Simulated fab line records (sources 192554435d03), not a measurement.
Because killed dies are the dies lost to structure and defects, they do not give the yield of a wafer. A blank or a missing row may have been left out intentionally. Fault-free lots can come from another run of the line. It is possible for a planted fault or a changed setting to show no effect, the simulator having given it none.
Chamber matching || flow n5-finfet || rie-diel-06 running N5_BEOL_M11_VIA_ETCH_34: 4 sister chambers
The step etches SiCOH lowk in C4F6/O2, target depth 184.5 nm, time 69.2 s. 16 wafers are shown with their chamber, then 8 later ones without.

## WAFERS PAIRED WITH THEIR CHAMBERS
{"wafer": "L077.1", "chamber": 1, "rf-vpp-V (V)": 694, "drypump-motor-current-A (A)": 6.51, "throttle-valve-pct (%)": 20.76}
{"wafer": "L077.2", "chamber": 0, "rf-vpp-V (V)": 668, "drypump-motor-current-A (A)": 5.80, "throttle-valve-pct (%)": 20.88}
{"wafer": "L077.5", "chamber": 2, "rf-vpp-V (V)": 656, "drypump-motor-current-A (A)": 6.04, "throttle-valve-pct (%)": 20.77}
{"wafer": "L080.1", "chamber": 0, "rf-vpp-V (V)": 666, "drypump-motor-current-A (A)": 5.78, "throttle-valve-pct (%)": 20.88}
{"wafer": "L080.3", "chamber": 3, "rf-vpp-V (V)": 652, "drypump-motor-current-A (A)": 5.78, "throttle-valve-pct (%)": 21.27}
{"wafer": "L080.5", "chamber": 3, "rf-vpp-V (V)": 652, "drypump-motor-current-A (A)": 5.80, "throttle-valve-pct (%)": 21.30}
{"wafer": "L081.2", "chamber": 2, "rf-vpp-V (V)": 657, "drypump-motor-current-A (A)": 6.05, "throttle-valve-pct (%)": 20.78}
{"wafer": "L081.4", "chamber": 1, "rf-vpp-V (V)": 694, "drypump-motor-current-A (A)": 6.46, "throttle-valve-pct (%)": 20.78}
{"wafer": "L081.6", "chamber": 1, "rf-vpp-V (V)": 693, "drypump-motor-current-A (A)": 6.49, "throttle-valve-pct (%)": 20.78}
{"wafer": "L085.1", "chamber": 1, "rf-vpp-V (V)": 692, "drypump-motor-current-A (A)": 6.52, "throttle-valve-pct (%)": 20.77}
{"wafer": "L085.3", "chamber": 3, "rf-vpp-V (V)": 652, "drypump-motor-current-A (A)": 5.78, "throttle-valve-pct (%)": 21.32}
{"wafer": "L085.6", "chamber": 2, "rf-vpp-V (V)": 658, "drypump-motor-current-A (A)": 6.03, "throttle-valve-pct (%)": 20.80}
{"wafer": "L089.2", "chamber": 2, "rf-vpp-V (V)": 656, "drypump-motor-current-A (A)": 6.06, "throttle-valve-pct (%)": 20.79}
{"wafer": "L089.5", "chamber": 0, "rf-vpp-V (V)": 666, "drypump-motor-current-A (A)": 5.77, "throttle-valve-pct (%)": 20.91}
{"wafer": "L089.6", "chamber": 1, "rf-vpp-V (V)": 694, "drypump-motor-current-A (A)": 6.52, "throttle-valve-pct (%)": 20.79}
{"wafer": "L088.1", "chamber": 0, "rf-vpp-V (V)": 666, "drypump-motor-current-A (A)": 5.79, "throttle-valve-pct (%)": 20.93}

SIGNATURES, as means of the wafers listed above
{"reading": "rf-vpp-V", "chamber 0": 666.50, "chamber 1": 693.40, "chamber 2": 656.75, "chamber 3": 652.00, "scatter within a chamber": 0.864}
{"reading": "drypump-motor-current-A", "chamber 0": 5.7850, "chamber 1": 6.5000, "chamber 2": 6.0450, "chamber 3": 5.7867, "scatter within a chamber": 0.018}
{"reading": "throttle-valve-pct", "chamber 0": 20.9000, "chamber 1": 20.7760, "chamber 2": 20.7850, "chamber 3": 21.2967, "scatter within a chamber": 0.0185}
Rule: for each reading, subtract the chamber's mean from the wafer's reading, divide by that reading's scatter and square the result; add these up over the readings and take the root, which gives the wafer's distance from the chamber. If the next closest chamber is less than 2 further off than the closest, the wafer can't be placed; otherwise it belongs to the closest. The scatter: the root of (the sum of the squares of (reading less its chamber's mean) over the shown wafers, divided by (wafers less chambers)).

## WAFERS WITHOUT THEIR CHAMBER
{"wafer": "L088.3", "rf-vpp-V (V)": 693, "drypump-motor-current-A (A)": 6.50, "throttle-valve-pct (%)": 20.79}
{"wafer": "L088.6", "rf-vpp-V (V)": 692, "drypump-motor-current-A (A)": 6.49, "throttle-valve-pct (%)": 20.81}
{"wafer": "L093.3", "rf-vpp-V (V)": 664, "drypump-motor-current-A (A)": 5.78, "throttle-valve-pct (%)": 20.91}
{"wafer": "L093.5", "rf-vpp-V (V)": 666, "drypump-motor-current-A (A)": 5.79, "throttle-valve-pct (%)": 20.93}
{"wafer": "L093.6", "rf-vpp-V (V)": 692, "drypump-motor-current-A (A)": 6.48, "throttle-valve-pct (%)": 20.81}
{"wafer": "L094.1", "rf-vpp-V (V)": 657, "drypump-motor-current-A (A)": 6.05, "throttle-valve-pct (%)": 20.81}
{"wafer": "L094.3", "rf-vpp-V (V)": 693, "drypump-motor-current-A (A)": 6.49, "throttle-valve-pct (%)": 20.80}
{"wafer": "L094.5", "rf-vpp-V (V)": 655, "drypump-motor-current-A (A)": 6.02, "throttle-valve-pct (%)": 20.84}

## WHICH CHAMBER EACH WENT THROUGH
{"wafer": "L088.3", "from the rows above": 1, "in truth": 1}
{"wafer": "L088.6", "from the rows above": 1, "in truth": 1}
{"wafer": "L093.3", "from the rows above": 0, "in truth": 0}
{"wafer": "L093.5", "from the rows above": 0, "in truth": 0}
{"wafer": "L093.6", "from the rows above": 1, "in truth": 1}
{"wafer": "L094.1", "from the rows above": 2, "in truth": 2}
{"wafer": "L094.3", "from the rows above": 1, "in truth": 1}
{"wafer": "L094.5", "from the rows above": 2, "in truth": 2}
Correct placement for 8 of the 8. Left unplaced by these rows: 0. Number placed wrongly: 0.
